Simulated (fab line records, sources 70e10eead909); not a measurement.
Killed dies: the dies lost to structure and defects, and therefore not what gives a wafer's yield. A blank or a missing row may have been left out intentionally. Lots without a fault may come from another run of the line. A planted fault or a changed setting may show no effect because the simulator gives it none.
Matching of chambers / flow nandHarc / NHARC_A_STAIRCASE_DESCUM_219 on rieDiel-08: 4 sister chambers
The step chemistry O2, time 3 s. 16 wafers are shown with their chamber, then 8 later ones without.

## EACH WAFER AND ITS CHAMBER
wafer=L079.1; chamber=3; drypumpMotorCurrentA (A)=5.9; showerheadPlenumPTorr (Torr)=1.81; oesProductAu (a.u.)=1.002
wafer=L079.4; chamber=2; drypumpMotorCurrentA (A)=6.3; showerheadPlenumPTorr (Torr)=1.91; oesProductAu (a.u.)=1.005
wafer=L079.5; chamber=2; drypumpMotorCurrentA (A)=6.3; showerheadPlenumPTorr (Torr)=1.91; oesProductAu (a.u.)=1.003
wafer=L080.1; chamber=2; drypumpMotorCurrentA (A)=6.3; showerheadPlenumPTorr (Torr)=1.91; oesProductAu (a.u.)=1.000
wafer=L080.2; chamber=1; drypumpMotorCurrentA (A)=5.7; showerheadPlenumPTorr (Torr)=1.78; oesProductAu (a.u.)=0.991
wafer=L080.4; chamber=0; drypumpMotorCurrentA (A)=4.8; showerheadPlenumPTorr (Torr)=2.05; oesProductAu (a.u.)=1.002
wafer=L081.2; chamber=1; drypumpMotorCurrentA (A)=5.7; showerheadPlenumPTorr (Torr)=1.78; oesProductAu (a.u.)=0.991
wafer=L081.3; chamber=3; drypumpMotorCurrentA (A)=5.9; showerheadPlenumPTorr (Torr)=1.80; oesProductAu (a.u.)=0.997
wafer=L081.4; chamber=2; drypumpMotorCurrentA (A)=6.3; showerheadPlenumPTorr (Torr)=1.91; oesProductAu (a.u.)=1.002
wafer=L087.1; chamber=2; drypumpMotorCurrentA (A)=6.3; showerheadPlenumPTorr (Torr)=1.90; oesProductAu (a.u.)=0.995
wafer=L087.5; chamber=0; drypumpMotorCurrentA (A)=4.8; showerheadPlenumPTorr (Torr)=2.05; oesProductAu (a.u.)=1.005
wafer=L087.6; chamber=2; drypumpMotorCurrentA (A)=6.3; showerheadPlenumPTorr (Torr)=1.90; oesProductAu (a.u.)=0.997
wafer=L088.2; chamber=2; drypumpMotorCurrentA (A)=6.3; showerheadPlenumPTorr (Torr)=1.90; oesProductAu (a.u.)=1.000
wafer=L088.3; chamber=3; drypumpMotorCurrentA (A)=5.9; showerheadPlenumPTorr (Torr)=1.80; oesProductAu (a.u.)=1.004
wafer=L088.6; chamber=3; drypumpMotorCurrentA (A)=5.9; showerheadPlenumPTorr (Torr)=1.80; oesProductAu (a.u.)=1.001
wafer=L089.1; chamber=0; drypumpMotorCurrentA (A)=4.9; showerheadPlenumPTorr (Torr)=2.04; oesProductAu (a.u.)=1.006

SIGNATURES (averages over the wafers above)
reading=drypumpMotorCurrentA; chamber 0=4.833; chamber 1=5.700; chamber 2=6.300; chamber 3=5.900; scatter within a chamber=0.0236
reading=showerheadPlenumPTorr; chamber 0=2.0467; chamber 1=1.7800; chamber 2=1.9057; chamber 3=1.8025; scatter within a chamber=0.00511
reading=oesProductAu; chamber 0=1.00433; chamber 1=0.99100; chamber 2=1.00029; chamber 3=1.00100; scatter within a chamber=0.00297
Rule: for each reading, subtract the chamber's mean from the wafer's reading, divide by that reading's scatter and square the result; add these up over the readings and take the root, which gives the wafer's distance from the chamber. If the next closest chamber is less than 2 further off than the closest, the wafer can't be placed; otherwise it belongs to the closest. The scatter is the square root of a quotient: the sum, over the shown wafers, of each reading's squared deviation from its chamber's mean, divided by wafers minus chambers.

## WAFERS WHOSE CHAMBER IS MISSING
wafer=L089.5; drypumpMotorCurrentA (A)=6.3; showerheadPlenumPTorr (Torr)=1.90; oesProductAu (a.u.)=1.003
wafer=L089.6; drypumpMotorCurrentA (A)=5.9; showerheadPlenumPTorr (Torr)=1.79; oesProductAu (a.u.)=0.992
wafer=L095.1; drypumpMotorCurrentA (A)=6.3; showerheadPlenumPTorr (Torr)=1.89; oesProductAu (a.u.)=0.997
wafer=L095.3; drypumpMotorCurrentA (A)=4.9; showerheadPlenumPTorr (Torr)=2.04; oesProductAu (a.u.)=1.011
wafer=L095.4; drypumpMotorCurrentA (A)=5.9; showerheadPlenumPTorr (Torr)=1.79; oesProductAu (a.u.)=0.998
wafer=L097.1; drypumpMotorCurrentA (A)=5.9; showerheadPlenumPTorr (Torr)=1.79; oesProductAu (a.u.)=0.998
wafer=L097.3; drypumpMotorCurrentA (A)=5.7; showerheadPlenumPTorr (Torr)=2.07; oesProductAu (a.u.)=1.002
wafer=L097.4; drypumpMotorCurrentA (A)=4.8; showerheadPlenumPTorr (Torr)=2.03; oesProductAu (a.u.)=0.998

## CHAMBER TAKEN BY EACH
wafer=L089.5; from the rows above=2; in truth=2
wafer=L089.6; from the rows above=3; in truth=3
wafer=L095.1; from the rows above=2; in truth=2
wafer=L095.3; from the rows above=0; in truth=0
wafer=L095.4; from the rows above=3; in truth=3
wafer=L097.1; from the rows above=3; in truth=3
wafer=L097.3; from the rows above=0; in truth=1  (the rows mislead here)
wafer=L097.4; from the rows above=0; in truth=0
7 of 8 placed correctly. Left unplaced by these rows: 0. 1 placed wrongly.
